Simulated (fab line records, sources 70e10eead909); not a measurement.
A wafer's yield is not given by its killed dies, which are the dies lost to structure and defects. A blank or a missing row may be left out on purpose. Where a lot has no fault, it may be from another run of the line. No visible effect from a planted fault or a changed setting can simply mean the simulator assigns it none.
Chamber matching / flow nand harc / NHARC_P_M0_DEP_32 on pecvd-02 has 3 sister chambers
The step deposits SiCN, target thk 30 nm. 22 wafers are shown with their chamber, then 11 later ones without.

== WAFERS WITH THEIR CHAMBER ==
wafer=L602.1; chamber=0; heater power w (W)=627
wafer=L602.2; chamber=1; heater power w (W)=726
wafer=L602.6; chamber=2; heater power w (W)=556
wafer=L601.1; chamber=0; heater power w (W)=628
wafer=L601.3; chamber=1; heater power w (W)=658
wafer=L601.5; chamber=1; heater power w (W)=655
wafer=L604.3; chamber=2; heater power w (W)=495
wafer=L604.5; chamber=1; heater power w (W)=647
wafer=L604.6; chamber=2; heater power w (W)=494
wafer=L608.1; chamber=2; heater power w (W)=544
wafer=L608.4; chamber=1; heater power w (W)=748
wafer=L608.5; chamber=2; heater power w (W)=553
wafer=L609.3; chamber=1; heater power w (W)=729
wafer=L609.4; chamber=0; heater power w (W)=509
wafer=L609.6; chamber=2; heater power w (W)=523
wafer=L613.4; chamber=1; heater power w (W)=719
wafer=L613.5; chamber=0; heater power w (W)=602
wafer=L613.6; chamber=2; heater power w (W)=588
wafer=L614.4; chamber=2; heater power w (W)=566
wafer=L614.5; chamber=0; heater power w (W)=562
wafer=L614.6; chamber=1; heater power w (W)=710
wafer=L615.2; chamber=0; heater power w (W)=507

SIGNATURES (averages over the wafers above)
reading=heater power w; chamber 0=572.50; chamber 1=699.00; chamber 2=539.88; scatter within a chamber=42.3
Rule: for each reading, subtract the chamber's mean from the wafer's reading, divide by that reading's scatter and square the result; add these up over the readings and take the root, which gives the wafer's distance from the chamber. The wafer belongs to the nearest chamber; if the next one is less than 2 further off, it can't be placed. The scatter is the square root of a quotient: the sum, over the shown wafers, of each reading's squared deviation from its chamber's mean, divided by wafers minus chambers.

== WAFERS WHOSE CHAMBER IS MISSING ==
wafer=L615.4; heater power w (W)=526
wafer=L615.5; heater power w (W)=583
wafer=L618.1; heater power w (W)=674
wafer=L618.5; heater power w (W)=679
wafer=L618.6; heater power w (W)=600
wafer=L619.2; heater power w (W)=489
wafer=L619.4; heater power w (W)=707
wafer=L619.6; heater power w (W)=506
wafer=L620.3; heater power w (W)=710
wafer=L620.5; heater power w (W)=716
wafer=L620.6; heater power w (W)=601

== CHAMBER TAKEN BY EACH ==
wafer=L615.4; from the rows above=can't be placed: 2 or 0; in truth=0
wafer=L615.5; from the rows above=can't be placed: 0 or 2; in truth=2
wafer=L618.1; from the rows above=can't be placed: 1 or 0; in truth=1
wafer=L618.5; from the rows above=1; in truth=1
wafer=L618.6; from the rows above=can't be placed: 0 or 2 or 1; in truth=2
wafer=L619.2; from the rows above=can't be placed: 2 or 0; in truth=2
wafer=L619.4; from the rows above=1; in truth=1
wafer=L619.6; from the rows above=can't be placed: 2 or 0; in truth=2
wafer=L620.3; from the rows above=1; in truth=1
wafer=L620.5; from the rows above=1; in truth=1
wafer=L620.6; from the rows above=can't be placed: 0 or 2 or 1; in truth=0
Correctly placed: 4 of 11. Cannot be placed on the basis of these rows: 7; the candidates contain the true chamber in 7. Wrongly placed: 0.
